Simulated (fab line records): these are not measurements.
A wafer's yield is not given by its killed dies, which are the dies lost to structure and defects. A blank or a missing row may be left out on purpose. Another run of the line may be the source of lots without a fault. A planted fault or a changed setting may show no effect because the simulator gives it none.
fab line records -- flow nand_harc
[record] lots = 6, wafers = 18, last_day = 33
route steps=1302 shown A_CONTACT@1089 END@1302
lots that met no fault: taken from a fault-free run of the same line
start_h: hours from the record's first day to the start of the lot's first wafer shown -- wait_h: hours since the lot's step before -- " identical to the entry in the row above -- L1.1+2: a row that stands for several wafers -- - value missing, or start not given -- * or withheld: withheld -- < > ~ a bound
route shown NAME@n: NAME is a module with steps in the file, n the number in the route of the first one -- usual: average and standard deviation across the fault-free wafers -- same: alike in all rows -- chamber/n: place in a boat -- sites: readings site by site -- _std_site: the standard deviation of these -- _edge_site: mean of outer sites minus mean of inner sites -- radius_mm: how far each site lies from the wafer's centre -- mask NAME#n: copy n -- behind: tool/chamber where the wafer was last shaped -- hold: why the lot was held/for how many hours/how that ended -- device: transistor that didn't switch, given as n, p or np -- end of line: at the end of the route, the tests of the same wafers -- a step with no rows: only its recipe -- killed: the dies lost at the first sort to structure and to defects; this is not the yield of the wafer -- map: dies across one wafer; x = killed, . = not, _ = none there
set.NAME: setting as actually run; set.NAME@STEP: the setting as run at that earlier step -- model.NAME: the simulator's own value behind a step, which no gauge read
a table for each step, a row for each wafer; lots at some steps of the route
services: when a tool's chamber went out of use (start_h, in hours from the record's first day, below 0 if earlier), for how many hours, and the reason
[[steps]]
[step NHARC_A_CONTACT_ETCH_137]
[recipe] source_w = withheld, pressure_mtorr = 20, bias_v = 1200, time_s = 311, target_depth_a = 19120, ar_flow_sccm = withheld, c4f8_flow_sccm = withheld, o2_flow_sccm = withheld, chemistry = C4F8/O2/Ar
[step NHARC_A_CONTACT_ETCH_138]
[recipe] source_w = withheld, pressure_mtorr = 20, bias_v = 1200, time_s = 311, target_depth_a = 19140, ar_flow_sccm = withheld, c4f8_flow_sccm = withheld, o2_flow_sccm = withheld, chemistry = C4F8/O2/Ar
lot.wafer,tool,chamber,start_h,wait_h,rf_hours_counter_h
L999.3,har_cap_etch-01,1,549.35,0.3,-
L999.4,har_cap_etch-01,0,549.35,0.3,-
L999.6,har_cap_etch-01,0,549.35,0.3,-
L998.2,har_cap_etch-03,1,555.03,0.2,51
L998.1,har_cap_etch-03,0,555.03,0.2,51
L998.3,har_cap_etch-03,0,555.03,0.2,-
L113.2,har_cap_etch-03,0,694.75,0.2,77
L113.3,har_cap_etch-03,0,694.75,0.2,-
L113.6,har_cap_etch-03,1,694.75,0.2,-
L114.2,har_cap_etch-02,1,714.66,0.2,123
L114.3,har_cap_etch-02,0,714.66,0.2,-
L114.4,har_cap_etch-02,1,714.66,0.2,-
L116.2,har_cap_etch-01,0,720.41,0.2,40
L116.1,har_cap_etch-01,1,720.41,0.2,40
L116.6,har_cap_etch-01,1,720.41,0.2,-
L118.1,har_cap_etch-02,1,732.22,0.2,127
L118.3,har_cap_etch-02,0,732.22,0.2,-
L118.5,har_cap_etch-02,1,732.22,0.2,-
[step NHARC_A_CONTACT_ETCH_139]
[recipe] source_w = withheld, pressure_mtorr = 20, bias_v = 400, time_s = 195, target_depth_a = 8400, ar_flow_sccm = withheld, c4f8_flow_sccm = 11.5, o2_flow_sccm = 7.2, chemistry = C4F8/O2/Ar
lot.wafer,tool,chamber,start_h,wait_h,rf_hours_counter_h
L999.3,har_cap_etch-01,1,549.71,0.3,-
L999.4,har_cap_etch-01,0,549.71,0.3,-
L999.6,har_cap_etch-01,0,549.71,0.3,-
L998.2,har_cap_etch-03,1,555.30,0.2,51
L998.1,har_cap_etch-03,0,555.30,0.2,51
L998.3,har_cap_etch-03,0,555.30,0.2,-
L113.2,har_cap_etch-03,0,695.02,0.2,78
L113.3,har_cap_etch-03,0,695.02,0.2,-
L113.6,har_cap_etch-03,1,695.02,0.2,-
L114.2,har_cap_etch-02,1,714.93,0.2,124
L114.3,har_cap_etch-02,0,714.93,0.2,-
L114.4,har_cap_etch-02,1,714.93,0.2,-
L116.2,har_cap_etch-01,0,720.69,0.2,40
L116.1,har_cap_etch-01,1,720.69,0.2,40
L116.6,har_cap_etch-01,1,720.69,0.2,-
L118.1,har_cap_etch-02,1,732.49,0.2,128
L118.3,har_cap_etch-02,0,732.49,0.2,-
L118.5,har_cap_etch-02,1,732.49,0.2,-
[step NHARC_A_CONTACT_ETCH_92]
[recipe] target_depth_a = 400, over_etch_frac = 0.5, time_s = 85.7, ion_energy_ev = 120, ch3f_flow_sccm = 50, o2_flow_sccm = 30, ar_flow_sccm = 200, rf_w = 500, bias_w = 100, chemistry = CH3F/O2
[step NHARC_A_CONTACT_ETCH_98]
[recipe] target_depth_a = 200, over_etch_frac = 0.5, time_s = 10, ion_energy_ev = 250, c4f6_flow_sccm = 25, o2_flow_sccm = 20, ar_flow_sccm = 500, rf_w = 600, bias_w = 500, chemistry = C4F6/O2
[step NHARC_A_CONTACT_CD_MEAS_15]
[usual] cd_nm = 189.8/0.68
lot.wafer,tool,chamber,start_h,wait_h,cd_nm
L999.3,cd_sem-01,-,550.47,-,187.9
L999.4,cd_sem-01,-,550.47,-,189.3
L999.6,cd_sem-01,-,550.47,-,188.6
L998.1,cd_sem-02,-,556.08,-,189.6
L998.2,cd_sem-02,-,556.08,-,190.3
L998.3,cd_sem-02,-,556.08,-,190.5
L113.2,cd_sem-01,-,695.80,-,189.8
L113.3,cd_sem-01,-,695.80,-,189.0
L113.6,cd_sem-01,-,695.80,-,189.2
L114.2,cd_sem-03,-,715.67,-,189.1
L114.3,cd_sem-03,-,715.67,-,189.5
L114.4,cd_sem-03,-,715.67,-,190.3
L116.1,cd_sem-03,-,721.47,-,189.5
L116.2,cd_sem-03,-,721.47,-,189.3
L116.6,cd_sem-03,-,721.47,-,190.1
L118.1,cd_sem-03,-,733.22,-,189.2
L118.3,cd_sem-03,-,733.22,-,188.4
L118.5,cd_sem-03,-,733.22,-,188.4
[step NHARC_A_CONTACT_STRIP_107]
[recipe] n2_flow_sccm = 150, h2_flow_sccm = 150, ar_flow_sccm = 0, bias_w = 0, chemistry = N2/H2
[step NHARC_A_CONTACT_STRIP_108]
[recipe] cf4_flow_sccm = 100, chf3_flow_sccm = 30, ar_flow_sccm = 0, bias_w = 0, chemistry = CF4/CHF3
[step NHARC_A_CONTACT_STRIP_109]
[recipe] o2_flow_sccm = 400, cos_flow_sccm = 20, ar_flow_sccm = 0, bias_w = 0, chemistry = O2/COS
[step NHARC_A_CONTACT_ETCH_110]
[recipe] target_depth_a = 600, overetch_a = 60, time_s = 33, ion_energy_ev = 100, cf4_flow_sccm = 80, o2_flow_sccm = 20, ar_flow_sccm = 0, rf_w = 300, bias_w = 100, chemistry = CF4/O2
[usual] drypump_motor_current_A = 5.5/0.54, oes_f_703_au = 1.000/0.0047, oes_product_au = 0.999/0.0095, rf_vpp_V = 197.8/1.3, showerhead_plenum_p_Torr = 1.33/0.053, throttle_valve_pct = 13.397/0.0089
lot.wafer,tool,chamber,start_h,wait_h,drypump_motor_current_A,oes_f_703_au,oes_product_au,rf_hours_counter_h,rf_vpp_V,showerhead_plenum_p_Torr,throttle_valve_pct
L999.3,rie_diel-05,3,550.75,0.0,4.9,0.998,1.013,17,198.2,1.29,13.404
L999.4,rie_diel-05,2,550.75,0.0,5.8,0.991,1.004,25,198.6,1.33,13.392
L999.6,rie_diel-05,0,550.75,0.0,5.5,1.006,1.008,-,196.7,1.30,13.401
L998.3,rie_diel-10,0,556.38,0.1,5.5,0.997,1.004,39,198.0,1.33,13.393
L998.2,rie_diel-10,1,556.38,0.1,6.4,0.993,1.001,45,196.3,1.26,13.401
L998.1,rie_diel-10,2,556.38,0.1,6.1,1.002,1.000,48,199.7,1.42,13.399
L113.2,rie_diel-03,0,696.10,0.1,6.2,1.006,0.999,12,195.3,1.27,13.414
L113.3,rie_diel-03,1,696.10,0.1,6.2,0.996,1.005,16,199.8,1.43,13.397
L113.6,rie_diel-03,3,696.10,0.1,5.3,1.008,0.985,-,195.9,1.25,13.385
L114.4,rie_diel-05,0,715.98,0.1,5.5,1.004,0.969,16,196.6,1.30,13.387
L114.3,rie_diel-05,2,715.98,0.1,5.7,1.000,0.983,18,197.8,1.32,13.396
L114.2,rie_diel-05,3,715.98,0.1,4.9,1.000,1.001,17,197.5,1.28,13.393
L116.2,rie_diel-10,2,721.77,0.1,6.1,0.994,0.994,33,199.8,1.41,13.391
L116.1,rie_diel-10,3,721.77,0.1,4.6,1.005,0.992,33,197.7,1.33,13.391
L116.6,rie_diel-10,1,721.77,0.1,6.4,1.003,0.995,-,195.9,1.25,13.402
L118.3,rie_diel-10,3,733.52,0.1,4.6,1.002,0.989,37,198.1,1.32,13.386
L118.1,rie_diel-10,1,733.52,0.1,6.4,0.998,0.990,37,196.5,1.25,13.407
L118.5,rie_diel-10,0,733.52,0.1,5.5,0.988,1.002,-,198.4,1.32,13.405
[step NHARC_A_CONTACT_STRIP_26]
[recipe] o2_flow_sccm = 500, ar_flow_sccm = 0, bias_w = 0, chemistry = O2
[usual] drypump_motor_current_A = 5.6/0.55, oes_product_au = 0.999/0.0084, rf_vpp_V = 57.8/1, showerhead_plenum_p_Torr = 3.53/0.14, throttle_valve_pct = 17.036/0.0093
lot.wafer,tool,chamber,start_h,wait_h,drypump_motor_current_A,oes_product_au,rf_hours_counter_h,rf_vpp_V,showerhead_plenum_p_Torr,throttle_valve_pct
L999.4,rie_diel-05,2,-,-,5.8,0.998,25,58.5,3.52,17.029
L999.3,rie_diel-05,3,-,-,4.9,1.005,18,57.0,3.41,17.051
L999.6,rie_diel-05,1,-,-,5.5,1.014,-,58.9,3.69,17.040
L998.1,rie_diel-10,2,-,-,6.1,0.995,48,57.9,3.74,17.031
L998.2,rie_diel-10,3,-,-,4.7,0.997,52,57.5,3.53,17.031
L998.3,rie_diel-10,1,-,-,6.5,1.001,45,56.3,3.35,17.041
L113.2,rie_diel-03,0,-,-,6.3,0.991,12,56.4,3.36,17.037
L113.3,rie_diel-03,2,-,-,5.2,0.988,16,59.4,3.61,17.051
L113.6,rie_diel-03,1,-,-,6.2,1.003,-,59.1,3.76,17.036
L114.2,rie_diel-05,0,-,-,5.5,0.996,17,58.1,3.44,17.036
L114.4,rie_diel-05,1,-,-,5.5,0.995,18,57.3,3.68,17.035
L114.3,rie_diel-05,2,-,-,5.8,0.998,18,57.7,3.50,17.037
L116.2,rie_diel-10,2,-,-,6.2,0.997,33,58.8,3.72,17.026
L116.1,rie_diel-10,3,-,-,4.7,0.980,33,57.2,3.51,17.038
L116.6,rie_diel-10,2,-,-,6.2,1.001,-,58.2,3.72,17.034
L118.3,rie_diel-10,2,-,-,6.1,1.009,37,59.2,3.71,17.045
L118.1,rie_diel-10,3,-,-,4.7,0.989,37,57.6,3.50,17.028
L118.5,rie_diel-10,2,-,-,6.1,0.997,-,59.0,3.71,17.032
[step NHARC_A_CONTACT_STRIP_27]
[recipe] time_s = 600, temp_c = 30, chemistry = post_etch_residue_remover
[step NHARC_A_CONTACT_ALD_18]
[recipe] target_thk_a = 30, pulse_time_s = 1, ald_cycles = 150, temp_c = 450, material = TiN
[usual] ald_cycles = 150/0, heater_power_outer_w = 680/82, heater_power_w = 1051/130, precursor_pulse_height_rel = 0.999/0.019
lot.wafer,tool,chamber,start_h,wait_h,ald_cycles,heater_power_outer_w,heater_power_w,precursor_pulse_height_rel,since_wet_clean_h
L999.4,ald_metal-04,2,551.40,-,150,764,1223,1.003,67
L999.3,ald_metal-04,1,551.40,-,150,534,798,0.994,67
L999.6,ald_metal-04,2,551.40,-,150,779,1215,0.977,-
L998.2,ald_metal-01,0,557.02,-,150,675,1128,0.978,21
L998.1,ald_metal-01,2,557.02,-,150,659,982,0.977,21
L998.3,ald_metal-01,2,557.02,-,150,683,1004,0.969,-
L113.2,ald_metal-03,0,696.75,-,-,-,-,-,-
L113.3,ald_metal-03,2,696.75,-,-,-,-,-,-
L113.6,ald_metal-03,0,696.75,-,-,-,-,-,-
L114.4,ald_metal-01,3,716.63,-,-,-,-,-,-
L114.2,ald_metal-01,1,716.63,-,-,-,-,-,-
L114.3,ald_metal-01,2,716.63,-,-,-,-,-,-
L116.2,ald_metal-04,2,722.46,-,150,760,1188,0.972,60
L116.1,ald_metal-04,3,722.46,-,150,697,1116,1.017,61
L116.6,ald_metal-04,0,722.46,-,150,722,1116,0.995,-
L118.1,ald_metal-04,1,734.20,-,150,547,840,0.990,72
L118.3,ald_metal-04,2,734.20,-,150,730,1189,1.009,72
L118.5,ald_metal-04,0,734.20,-,150,728,1114,0.949,-
[step NHARC_A_CONTACT_CVD_19]
[recipe] target_thk_a = 3000, temp_c = 300, pressure_torr = 40, wf6_flow_sccm = 40, h2_flow_sccm = 1600, ar_flow_sccm = 1560, time_s = 802, material = W
[usual] heater_power_w = 435/25, mfc_h2_sccm = 1600/4.9, throttle_valve_pct = 8.1/0.31
lot.wafer,tool,chamber,start_h,wait_h,heater_power_w,mfc_h2_sccm,since_wet_clean_h,throttle_valve_pct
L999.3,cvd_w-02,0,-,-,406,1602,-,8.5
L999.4,cvd_w-02,0,-,-,392,1598,-,8.1
L999.6,cvd_w-02,0,-,-,406,1603,-,8.0
L998.2,cvd_w-02,1,557.39,-,432,1599,94,8.6
L998.1,cvd_w-02,0,557.39,-,399,1601,95,7.9
L998.3,cvd_w-02,1,557.39,-,443,1593,-,8.5
L113.2,cvd_w-01,0,-,-,451,1598,137,7.6
L113.3,cvd_w-01,1,-,-,446,1599,-,8.1
L113.6,cvd_w-01,0,-,-,443,1597,-,7.8
L114.2,cvd_w-02,1,-,-,459,1604,73,8.2
L114.4,cvd_w-02,1,-,-,463,1599,-,8.6
L114.3,cvd_w-02,0,-,-,406,1598,-,8.1
L116.1,cvd_w-01,0,-,-,445,1604,163,8.1
L116.2,cvd_w-01,1,-,-,452,1585,163,8.4
L116.6,cvd_w-01,0,-,-,453,1604,-,7.6
L118.1,cvd_w-02,1,-,-,451,1597,91,8.5
L118.3,cvd_w-02,1,-,-,463,1597,-,8.5
L118.5,cvd_w-02,0,-,-,408,1595,-,8.1
[step NHARC_END_SORT_01]
[recipe] temp_c = 25
[usual] killed_at_array = 59/20, killed_at_other = 0.8/1, killed_at_periphery = 3.2/2.1, killed_dies = 63/21, killed_open = 3.0/1.9, killed_short = 2.3/1.5
[same] gross_dies = 677
lot.wafer,tool,chamber,start_h,wait_h,killed_at_array,killed_at_other,killed_at_periphery,killed_dies,killed_open,killed_short
L113.2,prober-01,0,744.98,2.8,671,3,3,677,5,5
L113.3,prober-01,0,745.78,3.1,674,2,1,677,6,1
L113.6,prober-01,0,748.20,4.0,672,0,5,677,5,2
L114.2,prober-01,0,762.68,2.8,672,2,3,677,4,5
L114.3,prober-01,0,763.48,3.1,672,0,5,677,1,5
L114.4,prober-01,0,764.27,3.4,675,0,2,677,3,6
// killed by level:class
L113.2 A_CONTACT:area_ald=596 A_SLIT:chamber_film_flake=31 A_CHANNEL_HOLE_D2:chamber_film_flake=15 A_CHANNEL_HOLE_D1:chamber_film_flake=14 A_STAIRCASE:chamber_film_flake=3 A_CONTACT:chamber_film_flake=3 A_ONON_D2:geometric_particle:open=2 THIN_TSV:chamber_film_flake=2
L113.3 A_CONTACT:area_ald=592 A_SLIT:chamber_film_flake=29 A_CHANNEL_HOLE_D1:chamber_film_flake=21 A_CHANNEL_HOLE_D2:chamber_film_flake=17 A_CONTACT:chamber_film_flake=3 A_ZERO_WELL:chamber_film_flake=2 A_STAIRCASE:chamber_film_flake=2 THIN_TSV:chamber_film_flake=2
L113.6 A_CONTACT:area_ald=582 A_SLIT:chamber_film_flake=33 A_CHANNEL_HOLE_D1:chamber_film_flake=24 A_CHANNEL_HOLE_D2:chamber_film_flake=19 A_CONTACT:chamber_film_flake=4 A_STAIRCASE:chamber_film_flake=3 P_CONTACT:geometric_particle:short=1 P_M0:geometric_particle:open=1
L114.2 A_CONTACT:area_ald=603 A_CHANNEL_HOLE_D2:chamber_film_flake=27 A_CHANNEL_HOLE_D1:chamber_film_flake=21 A_CONTACT:chamber_film_flake=6 A_SLIT:chamber_film_flake=4 A_CHANNEL_FILL_D1:geometric_particle:short=2 A_STAIRCASE:chamber_film_flake=2 THIN_TSV:chamber_film_flake=2
L114.3 A_CONTACT:area_ald=611 A_CHANNEL_HOLE_D2:chamber_film_flake=27 A_CHANNEL_HOLE_D1:chamber_film_flake=10 A_SLIT:chamber_film_flake=8 P_ZERO_WELL:chamber_film_flake=4 A_CONTACT:chamber_film_flake=4 A_STAIRCASE:chamber_film_flake=2 A_BLC:chamber_film_flake=2
L114.4 A_CONTACT:area_ald=607 A_CHANNEL_HOLE_D2:chamber_film_flake=29 A_CHANNEL_HOLE_D1:chamber_film_flake=12 A_SLIT:chamber_film_flake=5 A_CHANNEL_FILL_D1:geometric_particle:short=2 A_CHANNEL_FILL_D1:chamber_film_flake=2 A_DECK1_JOINT:chamber_film_flake=2 A_CHANNEL_FILL_D2:chamber_film_flake=2
// map L113.2 (x killed, . not)
____________x____________
_________xxxxxxx_________
_______xxxxxxxxxxx_______
______xxxxxxxxxxxxx______
_____xxxxxxxxxxxxxxx_____
____xxxxxxxxxxxxxxxxx____
____xxxxxxxxxxxxxxxxx____
___xxxxxxxxxxxxxxxxxxx___
___xxxxxxxxxxxxxxxxxxx___
__xxxxxxxxxxxxxxxxxxxxx__
__xxxxxxxxxxxxxxxxxxxxx__
_xxxxxxxxxxxxxxxxxxxxxxx_
_xxxxxxxxxxxxxxxxxxxxxxx_
_xxxxxxxxxxxxxxxxxxxxxxx_
_xxxxxxxxxxxxxxxxxxxxxxx_
_xxxxxxxxxxxxxxxxxxxxxxx_
xxxxxxxxxxxxxxxxxxxxxxxxx
xxxxxxxxxxxxxxxxxxxxxxxxx
xxxxxxxxxxxxxxxxxxxxxxxxx
xxxxxxxxxxxxxxxxxxxxxxxxx
xxxxxxxxxxxxxxxxxxxxxxxxx
_xxxxxxxxxxxxxxxxxxxxxxx_
_xxxxxxxxxxxxxxxxxxxxxxx_
_xxxxxxxxxxxxxxxxxxxxxxx_
_xxxxxxxxxxxxxxxxxxxxxxx_
_xxxxxxxxxxxxxxxxxxxxxxx_
__xxxxxxxxxxxxxxxxxxxxx__
__xxxxxxxxxxxxxxxxxxxxx__
___xxxxxxxxxxxxxxxxxxx___
___xxxxxxxxxxxxxxxxxxx___
____xxxxxxxxxxxxxxxxx____
____xxxxxxxxxxxxxxxxx____
_____xxxxxxxxxxxxxxx_____
______xxxxxxxxxxxxx______
_______xxxxxxxxxxx_______
_________xxxxxxx_________
____________x____________
// map L114.2 (x killed, . not)
____________x____________
_________xxxxxxx_________
_______xxxxxxxxxxx_______
______xxxxxxxxxxxxx______
_____xxxxxxxxxxxxxxx_____
____xxxxxxxxxxxxxxxxx____
____xxxxxxxxxxxxxxxxx____
___xxxxxxxxxxxxxxxxxxx___
___xxxxxxxxxxxxxxxxxxx___
__xxxxxxxxxxxxxxxxxxxxx__
__xxxxxxxxxxxxxxxxxxxxx__
_xxxxxxxxxxxxxxxxxxxxxxx_
_xxxxxxxxxxxxxxxxxxxxxxx_
_xxxxxxxxxxxxxxxxxxxxxxx_
_xxxxxxxxxxxxxxxxxxxxxxx_
_xxxxxxxxxxxxxxxxxxxxxxx_
xxxxxxxxxxxxxxxxxxxxxxxxx
xxxxxxxxxxxxxxxxxxxxxxxxx
xxxxxxxxxxxxxxxxxxxxxxxxx
xxxxxxxxxxxxxxxxxxxxxxxxx
xxxxxxxxxxxxxxxxxxxxxxxxx
_xxxxxxxxxxxxxxxxxxxxxxx_
_xxxxxxxxxxxxxxxxxxxxxxx_
_xxxxxxxxxxxxxxxxxxxxxxx_
_xxxxxxxxxxxxxxxxxxxxxxx_
_xxxxxxxxxxxxxxxxxxxxxxx_
__xxxxxxxxxxxxxxxxxxxxx__
__xxxxxxxxxxxxxxxxxxxxx__
___xxxxxxxxxxxxxxxxxxx___
___xxxxxxxxxxxxxxxxxxx___
____xxxxxxxxxxxxxxxxx____
____xxxxxxxxxxxxxxxxx____
_____xxxxxxxxxxxxxxx_____
______xxxxxxxxxxxxx______
_______xxxxxxxxxxx_______
_________xxxxxxx_________
____________x____________
[[services]]
tool,chamber,start_h,hours,kind
ald_metal-01,-,526.00,10.0,pm
cvd_w-02,1,545.56,10.7,repair
cvd_w-01,-,547.15,13.0,pm
ald_metal-01,1,547.48,10.9,repair
rie_diel-05,1,573.90,24.5,repair
ald_metal-01,3,583.93,7.1,repair
har_cap_etch-01,-,594.01,2.2,repair
ald_metal-01,-,594.90,0.5,repair
rie_diel-10,-,598.42,9.0,pm
rie_diel-05,-,606.25,9.0,pm
rie_diel-03,0,613.32,12.3,repair
cvd_w-02,-,631.00,13.0,pm
rie_diel-03,-,638.93,9.0,pm
rie_diel-10,-,643.79,0.8,repair
ald_metal-04,-,652.00,10.0,pm
rie_diel-05,-,659.51,10.5,repair
cvd_w-02,-,669.64,2.1,repair
rie_diel-03,-,677.90,0.5,repair
ald_metal-01,-,681.50,1.2,repair
har_cap_etch-01,-,682.50,2.5,repair
rie_diel-05,0,685.51,4.9,repair
rie_diel-10,2,687.34,5.2,repair
rie_diel-05,2,687.88,1.9,repair
ald_metal-01,-,702.28,1.1,repair
[[key]]
[first_sign] step = NHARC_A_CONTACT_ALD_18, reading = tool_record, direction = missing
[effect] step = NHARC_END_SORT_01, reading = killed_at_array, direction = up, sigmas = 30, usual = 59, struck = 673
[more_kills_born_at] NHARC_A_CONTACT_ALD_18@ald_metal-01 = 1821, NHARC_A_CONTACT_ALD_18@ald_metal-03 = 1770
met_at NHARC_A_CONTACT_ALD_18
struck_wafers L113.2,L113.3,L113.6,L114.2,L114.3,L114.4
later_rows_left_out L113.2,L113.3,L113.6,L114.2,L114.3,L114.4
tester_left_out L113,L114
onset_between 557.02 696.75
[fault] kind = skipped_step_whole, tool = ald_metal-01,ald_metal-03, chamber = -, onset_h = 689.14, steps = NHARC_A_CONTACT_ALD_18, scope = struck_lots_only
// tester_left_out: of these lots the tester's yield and bins aren't shown, on N5 and GAA mostly nor the transistor test; their killed dies are dies lost to structure and defects alone, not to doping, threshold or leakage, so they don't give the yield
// later_rows_left_out: the simulator's readings of these wafers behind a module that went badly wrong aren't trusted and aren't shown, but for the sort
